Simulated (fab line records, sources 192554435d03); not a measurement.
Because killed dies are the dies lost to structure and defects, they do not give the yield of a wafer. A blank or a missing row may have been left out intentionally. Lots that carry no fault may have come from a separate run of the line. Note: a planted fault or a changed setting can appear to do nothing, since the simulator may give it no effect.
Lot-split experiment || flow n5Finfet || on a route of 1938 steps: 7 lots, 39 wafers read

ABOUT THE SPLIT
At N5_STI_FIN_REVEAL_ETCHBACK_08 (etches SiO2 in C4F6/O2, target depth 30.5 nm, time 10.167 s), the setting targetDepthA was moved away from the recipe's 305 angstrom on 12 of the 39 wafers read, by -12.3% to +11.1%. All remaining wafers had this setting at the recipe value.

FROM THE SPLIT TO THE READING: what the file shows between them, 3 steps
- N5_STI_FIN_REVEAL_STRIP_24: strips in N2/H2, time 90 s
- N5_STI_FIN_REVEAL_PRECLEAN_25: cleans in SPM, time 90 s
- N5_STI_FIN_REVEAL_SRD_23: time 30 s

THE READING
trenchDepthNm, in nm, at N5_STI_FIN_REVEAL_FIN_H_MEAS_10. A value of 52.3 nm with a standard deviation of 0.78 nm is what fault-free wafers of this fab line usually give.

{"wafer": "L076.1", "tool, chamber at the split": "rieDiel-06, 2,3,2", "targetDepthA as run, angstrom": 267.5, "against the recipe": "-12.3%", "trenchDepthNm, nm": 48.0, "against lot-mates on the recipe": -4.4}
{"wafer": "L076.2", "tool, chamber at the split": "rieDiel-06, 1,0,3", "targetDepthA as run, angstrom": 305, "against the recipe": "recipe", "trenchDepthNm, nm": 53.1, "against lot-mates on the recipe": "-"}
{"wafer": "L076.3", "tool, chamber at the split": "rieDiel-06, 1,0,3", "targetDepthA as run, angstrom": 305, "against the recipe": "recipe", "trenchDepthNm, nm": 51.4, "against lot-mates on the recipe": "-"}
{"wafer": "L076.4", "tool, chamber at the split": "rieDiel-06, 1,0,3", "targetDepthA as run, angstrom": 305, "against the recipe": "recipe", "trenchDepthNm, nm": 52.7, "against lot-mates on the recipe": "-"}
{"wafer": "L076.5", "tool, chamber at the split": "rieDiel-06, 2,3,2", "targetDepthA as run, angstrom": 267.5, "against the recipe": "-12.3%", "trenchDepthNm, nm": 48.5, "against lot-mates on the recipe": -3.9}
{"wafer": "L076.6", "tool, chamber at the split": "rieDiel-06, 2,3,2", "targetDepthA as run, angstrom": 267.5, "against the recipe": "-12.3%", "trenchDepthNm, nm": 47.9, "against lot-mates on the recipe": -4.5}
{"wafer": "L081.1", "tool, chamber at the split": "rieDiel-05, 1,3,3", "targetDepthA as run, angstrom": 305, "against the recipe": "recipe", "trenchDepthNm, nm": 52.4, "against lot-mates on the recipe": "-"}
{"wafer": "L081.2", "tool, chamber at the split": "rieDiel-05, 1,3,3", "targetDepthA as run, angstrom": 305, "against the recipe": "recipe", "trenchDepthNm, nm": 51.9, "against lot-mates on the recipe": "-"}
{"wafer": "L081.3", "tool, chamber at the split": "rieDiel-05, 2,1,2", "targetDepthA as run, angstrom": 318.8, "against the recipe": "+4.5%", "trenchDepthNm, nm": 54.0, "against lot-mates on the recipe": "+2.3"}
{"wafer": "L081.4", "tool, chamber at the split": "rieDiel-05, 1,3,3", "targetDepthA as run, angstrom": 305, "against the recipe": "recipe", "trenchDepthNm, nm": 50.7, "against lot-mates on the recipe": "-"}
{"wafer": "L081.5", "tool, chamber at the split": "rieDiel-05, 2,1,2", "targetDepthA as run, angstrom": 318.8, "against the recipe": "+4.5%", "trenchDepthNm, nm": 53.6, "against lot-mates on the recipe": "+1.9"}
{"wafer": "L081.6", "tool, chamber at the split": "rieDiel-05, 2,1,2", "targetDepthA as run, angstrom": 318.8, "against the recipe": "+4.5%", "trenchDepthNm, nm": 54.2, "against lot-mates on the recipe": "+2.5"}
{"wafer": "L082.1", "tool, chamber at the split": "rieDiel-05, 2,3,3", "targetDepthA as run, angstrom": 305, "against the recipe": "recipe", "trenchDepthNm, nm": 53.2, "against lot-mates on the recipe": "-"}
{"wafer": "L082.2", "tool, chamber at the split": "rieDiel-05, 2,3,3", "targetDepthA as run, angstrom": 305, "against the recipe": "recipe", "trenchDepthNm, nm": 51.5, "against lot-mates on the recipe": "-"}
{"wafer": "L082.3", "tool, chamber at the split": "rieDiel-05, 1,1,2", "targetDepthA as run, angstrom": 339, "against the recipe": "+11.1%", "trenchDepthNm, nm": 54.8, "against lot-mates on the recipe": "+2.8"}
{"wafer": "L082.4", "tool, chamber at the split": "rieDiel-05, 1,1,2", "targetDepthA as run, angstrom": 339, "against the recipe": "+11.1%", "trenchDepthNm, nm": 55.3, "against lot-mates on the recipe": "+3.3"}
{"wafer": "L082.5", "tool, chamber at the split": "rieDiel-05, 1,1,2", "targetDepthA as run, angstrom": 339, "against the recipe": "+11.1%", "trenchDepthNm, nm": 56.0, "against lot-mates on the recipe": "+4.0"}
{"wafer": "L082.6", "tool, chamber at the split": "rieDiel-05, 2,3,3", "targetDepthA as run, angstrom": 305, "against the recipe": "recipe", "trenchDepthNm, nm": 51.2, "against lot-mates on the recipe": "-"}
{"wafer": "L084.1", "tool, chamber at the split": "rieDiel-04, 0,0,1", "targetDepthA as run, angstrom": 280.8, "against the recipe": "-7.9%", "trenchDepthNm, nm": 49.8, "against lot-mates on the recipe": -2.9}
{"wafer": "L084.2", "tool, chamber at the split": "rieDiel-04, 1,3,2", "targetDepthA as run, angstrom": 305, "against the recipe": "recipe", "trenchDepthNm, nm": 51.5, "against lot-mates on the recipe": "-"}
{"wafer": "L084.3", "tool, chamber at the split": "rieDiel-04, 1,3,2", "targetDepthA as run, angstrom": 305, "against the recipe": "recipe", "trenchDepthNm, nm": 53.2, "against lot-mates on the recipe": "-"}
{"wafer": "L084.4", "tool, chamber at the split": "rieDiel-04, 1,3,2", "targetDepthA as run, angstrom": 305, "against the recipe": "recipe", "trenchDepthNm, nm": 53.4, "against lot-mates on the recipe": "-"}
{"wafer": "L084.5", "tool, chamber at the split": "rieDiel-04, 0,0,1", "targetDepthA as run, angstrom": 280.8, "against the recipe": "-7.9%", "trenchDepthNm, nm": 49.6, "against lot-mates on the recipe": -3.1}
{"wafer": "L084.6", "tool, chamber at the split": "rieDiel-04, 0,0,1", "targetDepthA as run, angstrom": 280.8, "against the recipe": "-7.9%", "trenchDepthNm, nm": 49.8, "against lot-mates on the recipe": -2.9}
{"wafer": "L088.1", "tool, chamber at the split": "rieDiel-06, 3,2,0,1,0,1", "targetDepthA as run, angstrom": 305, "against the recipe": "recipe", "trenchDepthNm, nm": 51.9, "against lot-mates on the recipe": "-"}
{"wafer": "L088.2", "tool, chamber at the split": "rieDiel-06, 3,2,0,1,0,1", "targetDepthA as run, angstrom": 305, "against the recipe": "recipe", "trenchDepthNm, nm": 52.0, "against lot-mates on the recipe": "-"}
{"wafer": "L088.3", "tool, chamber at the split": "rieDiel-06, 3,2,0,1,0,1", "targetDepthA as run, angstrom": 305, "against the recipe": "recipe", "trenchDepthNm, nm": 52.8, "against lot-mates on the recipe": "-"}
{"wafer": "L088.4", "tool, chamber at the split": "rieDiel-06, 3,2,0,1,0,1", "targetDepthA as run, angstrom": 305, "against the recipe": "recipe", "trenchDepthNm, nm": 53.5, "against lot-mates on the recipe": "-"}
{"wafer": "L088.5", "tool, chamber at the split": "rieDiel-06, 3,2,0,1,0,1", "targetDepthA as run, angstrom": 305, "against the recipe": "recipe", "trenchDepthNm, nm": 52.4, "against lot-mates on the recipe": "-"}
{"wafer": "L088.6", "tool, chamber at the split": "rieDiel-06, 3,2,0,1,0,1", "targetDepthA as run, angstrom": 305, "against the recipe": "recipe", "trenchDepthNm, nm": 53.3, "against lot-mates on the recipe": "-"}
{"wafer": "L090.1", "tool, chamber at the split": "rieDiel-05, 3,3,2", "targetDepthA as run, angstrom": 305, "against the recipe": "recipe", "trenchDepthNm, nm": 52.5, "against lot-mates on the recipe": "-"}
{"wafer": "L090.5", "tool, chamber at the split": "rieDiel-05, 3,3,2", "targetDepthA as run, angstrom": 305, "against the recipe": "recipe", "trenchDepthNm, nm": 51.7, "against lot-mates on the recipe": "-"}
{"wafer": "L090.6", "tool, chamber at the split": "rieDiel-05, 3,3,2", "targetDepthA as run, angstrom": 305, "against the recipe": "recipe", "trenchDepthNm, nm": 53.1, "against lot-mates on the recipe": "-"}
{"wafer": "L097.1", "tool, chamber at the split": "rieDiel-05, 1,2,0,3,3,2", "targetDepthA as run, angstrom": 305, "against the recipe": "recipe", "trenchDepthNm, nm": 52.6, "against lot-mates on the recipe": "-"}
{"wafer": "L097.2", "tool, chamber at the split": "rieDiel-05, 1,2,0,3,3,2", "targetDepthA as run, angstrom": 305, "against the recipe": "recipe", "trenchDepthNm, nm": 52.4, "against lot-mates on the recipe": "-"}
{"wafer": "L097.3", "tool, chamber at the split": "rieDiel-05, 1,2,0,3,3,2", "targetDepthA as run, angstrom": 305, "against the recipe": "recipe", "trenchDepthNm, nm": 51.9, "against lot-mates on the recipe": "-"}
{"wafer": "L097.4", "tool, chamber at the split": "rieDiel-05, 1,2,0,3,3,2", "targetDepthA as run, angstrom": 305, "against the recipe": "recipe", "trenchDepthNm, nm": 50.8, "against lot-mates on the recipe": "-"}
{"wafer": "L097.5", "tool, chamber at the split": "rieDiel-05, 1,2,0,3,3,2", "targetDepthA as run, angstrom": 305, "against the recipe": "recipe", "trenchDepthNm, nm": 51.4, "against lot-mates on the recipe": "-"}
{"wafer": "L097.6", "tool, chamber at the split": "rieDiel-05, 1,2,0,3,3,2", "targetDepthA as run, angstrom": 305, "against the recipe": "recipe", "trenchDepthNm, nm": 52.5, "against lot-mates on the recipe": "-"}
The file does not say which wafer passed through which chamber wherever a row lists several chambers: such a row stands for several wafers.

FIT RESULTS
A straight line over all 39 wafers: trenchDepthNm changes by +0.314 nm for each +1% of targetDepthA; r = +0.92; the points scatter about the line by 0.72 nm.
The same after taking each lot's own level away (the mean of its wafers on the recipe; 39 wafers): +0.346 nm for each +1%; r = +0.94; scatter 0.67 nm.
According to that fit, moving targetDepthA by its largest amount changes the reading by 4.3 nm.
From 51.67 to 52.70 nm: that is the span of the lots' own levels, equal to 1.3 times the standard deviation above.
Hence the lot-to-lot level has little effect on the slope; both slopes agree.
Check: -4.23 nm against its lot-mates is what the line predicts for one of the wafers moved furthest among these (-12.3%) when that wafer is left out of the fit. Against them it came out at -4.4 nm.

ADDITIONAL SPLITS CARRIED BY THESE WAFERS
These wafers also went through other splits before the reading. Each is held against what the fit with the lots' levels taken away leaves over:
{"other split on the same wafers": "N5_PMOS_HMC_CHANNEL_EPI_EPI_20 pressureTorr", "wafers away from the commonest value": 24, "r with trenchDepthNm (lot level and that fit taken away)": "+0.15"}

FILE'S OWN FIT
trenchDepthNm changes by +0.347 nm for each +1% of targetDepthA, r = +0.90.
